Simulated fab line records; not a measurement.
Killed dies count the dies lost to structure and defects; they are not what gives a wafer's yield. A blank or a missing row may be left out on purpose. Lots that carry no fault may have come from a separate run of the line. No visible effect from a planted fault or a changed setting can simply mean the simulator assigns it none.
The tool behind it: which one? -- flow nand_harc -- 12 lots, 36 wafers sampled, at 5 steps of a route of 1302

## WHAT THE GAUGES READ, wafer by wafer
NHARC_P_CONTACT_INSPECT_14. Usual: raw_defect_count reads 4.0 (standard deviation 2.5).
lot,measured,on,raw_defect_count,flag
L303,day 6 03:07,defect_inspect-02,3 2 0,
L309,day 8 20:47,defect_inspect-01,2 8 6,
L310,day 9 13:18,defect_inspect-01,3 11 6,
L316,day 11 23:04,defect_inspect-01,6 3 6,
L317,day 12 02:46,defect_inspect-01,1 5 3,
L319,day 12 23:56,defect_inspect-02,9 3 4,
L321,day 13 16:01,defect_inspect-02,3 2 5,
L320,day 13 16:47,defect_inspect-02,2 6 6,
L322,day 14 07:30,defect_inspect-01,1 3 3,
L323,day 14 20:36,defect_inspect-01,3 3 2,
L324,day 15 04:52,defect_inspect-01,4 2 3,
L325,day 15 17:33,defect_inspect-01,3 1 5,

NHARC_END_SORT_01. Usual: killed_at_array 49, standard deviation 18; killed_at_other 0.7, standard deviation 1.1; killed_at_periphery 4.0, standard deviation 2.6; killed_dies 54, standard deviation 19; killed_open 3.4, standard deviation 1.7; killed_short 2.5, standard deviation 1.7.
lot,measured,on,killed_at_array,killed_at_other,killed_at_periphery,killed_dies,killed_open,killed_short,flag
L309,day 27 09:05,prober-02,78 60 77,2 1 1,1 5 5,81 66 83,3 2 4,3 1 1,
L310,day 28 02:23,prober-02,53,2,5,60,5,3,

## WHAT TOOL EACH LOT RAN ON (gives the tool, then ch and the chambers of the sampled wafers, and finally the start)
lot,NHARC_P_GATE_DEGAS_109,NHARC_P_CONTACT_ETCH_31,NHARC_P_CONTACT_ALD_22
L303,"pvd_sputter-02, day 6 00:34","rie_diel-02 ch 0,2,3, day 6 03:55","ald_metal-02 ch 1,2,3, day 6 05:01"
L309,"pvd_sputter-02, day 8 18:05","rie_diel-02 ch 0,1, day 8 21:35","ald_metal-04 ch 0,3, day 8 22:42"
L310,"pvd_sputter-01, day 9 10:37","rie_diel-02 ch 0,2, day 9 14:07","ald_metal-01 ch 0,3, day 9 15:11"
L316,"pvd_sputter-02, day 11 20:23","rie_diel-06 ch 0,1,2, day 11 23:52","ald_metal-01 ch 1,2, day 12 00:58"
L317,"pvd_sputter-03, day 12 00:04","rie_diel-05 ch 0,1,2, day 12 03:34","ald_metal-02 ch 0,2,3, day 12 04:42"
L319,"pvd_sputter-01, day 12 21:22","rie_diel-02 ch 0,2,3, day 13 00:53","ald_metal-04 ch 0,2, day 13 01:59"
L321,"pvd_sputter-03, day 13 13:28","rie_diel-05 ch 1,2, day 13 16:58","ald_metal-04 ch 0,1,2, day 13 18:05"
L320,"pvd_sputter-02, day 13 14:07","rie_diel-06 ch 0,1,3, day 13 17:36","ald_metal-01 ch 0,1,3, day 13 18:44"
L322,"pvd_sputter-03, day 14 04:49","rie_diel-05 ch 0,1,2, day 14 08:20","ald_metal-04 ch 1,2, day 14 09:25"
L323,"pvd_sputter-01, day 14 18:01","rie_diel-02 ch 0,1,2, day 14 21:25","ald_metal-01 ch 1,2,3, day 14 22:32"
L324,"pvd_sputter-03, day 15 02:01","rie_diel-02 ch 2,3, day 15 05:40","ald_metal-02 ch 1,2, day 15 06:44"
L325,"pvd_sputter-02, day 15 14:32","rie_diel-05 ch 0,3, day 15 18:22","ald_metal-04 ch 0,1,3, day 15 19:29"
- NHARC_P_GATE_DEGAS_109: time 60 s.
- NHARC_P_CONTACT_ETCH_31: etches the open film in CH3F/O2, target depth 30 nm, time 85.7 s.
- NHARC_P_CONTACT_ALD_22: deposits TiN, target thk 3 nm, pulse time 1 s, ald cycles 150.

## WHAT THE TOOLS THEMSELVES READ (means of the sampled wafers that have a number; where no wafer has one, the mark that the record gives instead)
NHARC_P_GATE_DEGAS_109. Usual: heater_power_w reads 457 W (standard deviation 44).
lot,tool,heater_power_w (W),flag
L303,pvd_sputter-02,509,
L309,pvd_sputter-02,484,
L310,pvd_sputter-01,454,
L316,pvd_sputter-02,492,
L317,pvd_sputter-03,403,
L319,pvd_sputter-01,433,
L321,pvd_sputter-03,444,
L320,pvd_sputter-02,504,
L322,pvd_sputter-03,411,
L323,pvd_sputter-01,454,
L324,pvd_sputter-03,456,
L325,pvd_sputter-02,493,

NHARC_P_CONTACT_ETCH_31. Usual: ch3f_flow_sccm is 49.98 sccm with standard deviation 0.15, drypump_motor_current_A is 6.0 A with standard deviation 0.48, oes_product_au is 0.981 a.u. with standard deviation 0.014, rf_vpp_V is 244.5 V with standard deviation 1.4, run_length_s is 107.0 s with standard deviation 0.51, showerhead_plenum_p_Torr is 2.47 Torr with standard deviation 0.09, and throttle_valve_pct is 20.662 % with standard deviation 0.0086.
lot,tool,ch3f_flow_sccm (sccm),drypump_motor_current_A (A),oes_product_au (a.u.),rf_vpp_V (V),run_length_s (s),showerhead_plenum_p_Torr (Torr),throttle_valve_pct (%),flag
L303,rie_diel-02,50.10,6.1,0.976,243.7,106.8,2.45,20.656,
L309,rie_diel-02,49.86,6.3,0.987,244.5,61.9,2.45,20.664,OFF
L310,rie_diel-02,49.92,6.4,0.990,244.5,62.6,2.39,20.664,OFF
L316,rie_diel-06,49.90,6.2,0.962,244.4,107.4,2.47,20.667,
L317,rie_diel-05,49.95,6.0,0.964,245.5,106.9,2.49,20.655,
L319,rie_diel-02,49.94,6.1,0.983,244.1,106.8,2.45,20.661,
L321,rie_diel-05,49.91,6.1,0.979,244.5,106.9,2.43,20.662,
L320,rie_diel-06,50.07,6.0,0.988,243.6,107.4,2.43,20.660,
L322,rie_diel-05,49.93,6.0,0.961,245.2,106.9,2.49,20.664,
L323,rie_diel-02,49.96,6.3,0.987,244.0,106.5,2.47,20.668,
L324,rie_diel-02,50.17,5.9,0.980,245.1,107.1,2.50,20.664,
L325,rie_diel-05,49.99,5.7,0.993,244.5,106.8,2.52,20.665,

NHARC_P_CONTACT_ALD_22. Usual: heater_power_w 1076 W, standard deviation 93; precursor_pulse_height_rel 0.999, standard deviation 0.019.
lot,tool,heater_power_w (W),precursor_pulse_height_rel,flag
L303,ald_metal-02,1139,0.998,
L309,ald_metal-04,1177,0.996,
L310,ald_metal-01,1075,1.006,
L316,ald_metal-01,1044,1.010,
L317,ald_metal-02,1002,1.000,
L319,ald_metal-04,1088,0.980,
L321,ald_metal-04,1070,0.996,
L320,ald_metal-01,1083,0.977,
L322,ald_metal-04,1000,1.017,
L323,ald_metal-01,1069,1.001,
L324,ald_metal-02,1152,0.993,
L325,ald_metal-04,1086,0.999,

## THE ANSWER, worked out from the rows above alone
Rule: a lot is off if the mean of its wafers that have a number lies more than 3 standard deviations from the usual mean. Also off: a lot with no number at a reading for which 4 or more lots have one. Where the step has rows for the other lots, those lots are counted as sound. The gauges are gone through in route order, then the tools' own readings, and for those a lot's mean is taken as printed above. The first step at which some lot is off is used, and at that step the reading that is off furthest; a lot without a number counts as furthest.
Off: L309, L310 (NHARC_P_CONTACT_ETCH_31, run_length_s).
A tool fits if, at that step or a process step before it, it ran every lot that is off, and no sound lot after the first of them. Of those tried, none fits.

## WHAT HAD BEEN PUT IN BY THE SIMULATOR
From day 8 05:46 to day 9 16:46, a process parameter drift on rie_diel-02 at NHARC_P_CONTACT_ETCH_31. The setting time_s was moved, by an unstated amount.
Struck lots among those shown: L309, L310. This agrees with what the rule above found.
